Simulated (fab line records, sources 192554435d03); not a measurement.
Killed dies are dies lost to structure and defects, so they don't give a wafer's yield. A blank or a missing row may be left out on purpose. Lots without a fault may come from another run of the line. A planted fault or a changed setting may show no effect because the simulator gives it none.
Problem report in the 8D (eight disciplines) form, filled by code | flow n5_finfet | the parts of the form that need people (team, actions taken, sign-off) are left out

1. THE PROBLEM
susceptor_temp_C at N5_BEOL_M8_ALD_77 reads a mean of 296.01 C on 3 wafers of 2 lots; wafers without a fault read 274.98 C with a standard deviation of 0.17. That is +99 or more standard deviations from the usual mean.
The step: deposits TaN, target thk 2 nm, pulse time 2 s, purge time 3 s.
First seen on wafer L136.3, day 14 19:47, on ald_metal-01. The record holds 30 wafers of 10 lots with a number at this step. Rule for "out", or "out of limits": more than 4 standard deviations from the usual mean. The other wafers with a number count as sound.

2. WHAT IT IS AND WHAT IT IS NOT
question                    | is                     | is not
which readings at this step | susceptor_temp_C       | precursor_vessel_carrier_sccm
which lots                  | L136, L138             | L119, L120, L121, L127, L128, L139, L140, L141
which wafers of those lots  | L136.3, L138.1, L138.6 | L136.4, L136.5, L138.5
read on which tools         | ald_metal-01           | ald_metal-02, ald_metal-03
when                        | from day 14 19:47      | up to then (17 sound wafers); but 10 sound wafers of L138, L139, L140, L141 came after

3. SUSPECTS, AND WHAT RULES EACH OUT
Counting: a tool at a process step up to the reading stays a suspect if it ran every lot that is out. Sound lots after the first of them don't rule it out here, since some wafers of a struck lot are sound.
- rie_diel-01 at N5_BEOL_M8_ETCH_65 (etches SiARC in CF4, target depth 15.6 nm, time 26 s): kept. It ran every lot that is out, first L136 (day 14 18:31); its last sound lot up to then is L128 (day 13 03:07).
- rie_diel-01 at N5_BEOL_M8_ETCH_41 (etches SiCN in CH3F/O2, target depth 31.9 nm, time 57.8 s): kept. It ran every lot that is out, first L136 (day 14 19:47); its last sound lot up to then is L128 (day 13 04:25). N5_BEOL_M8_ETCH_41 gives no start for some lots, so the hours and the order of its lots are those of N5_BEOL_M8_ALD_77.
- ald_metal-01 at N5_BEOL_M8_ALD_77 (deposits TaN, target thk 2 nm, pulse time 2 s, purge time 3 s): kept. It ran every lot that is out, first L136 (day 14 19:47); its last sound lot up to then is L128 (day 13 04:25). Its own readings are out on those wafers: susceptor_temp_C.
- Within ald_metal-01 at N5_BEOL_M8_ALD_77: the wafers that are out ran in chamber 1; their sound lot-mates ran in chambers 0, 2, 3.
Left after counting: rie_diel-01 at N5_BEOL_M8_ETCH_65, rie_diel-01 at N5_BEOL_M8_ETCH_41, ald_metal-01 at N5_BEOL_M8_ALD_77.

4. THE CAUSE (what the simulator had put in)
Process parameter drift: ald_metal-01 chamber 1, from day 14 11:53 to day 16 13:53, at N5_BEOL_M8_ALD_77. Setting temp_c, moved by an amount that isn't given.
Counting left 3 suspects, and this tool is among them.

5. THE CHAIN OF EFFECTS, in route order
Each row: a reading whose mean over the struck wafers that have a number lies more than 3 standard deviations from the usual. Only readings for which the record gives a usual standard deviation are gone through. hours: the time from each lot's start at the first step in this table that gives one to its start at this step, as a median over the lots. sigmas: the change in usual standard deviations.
hours | step              | reading          | usual    | on struck wafers | change | sigmas
0     | N5_BEOL_M8_ALD_77 | susceptor_temp_C | 274.98 C | 296.01           | +21.03 | +99 or more
The process steps in it:
- N5_BEOL_M8_ALD_77: deposits TaN, target thk 2 nm, pulse time 2 s, purge time 3 s.

6. WHAT WOULD HAVE CAUGHT IT SOONER
In this record the first reading out of limits was taken at day 14 19:47, 8 hours after the fault began at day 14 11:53.
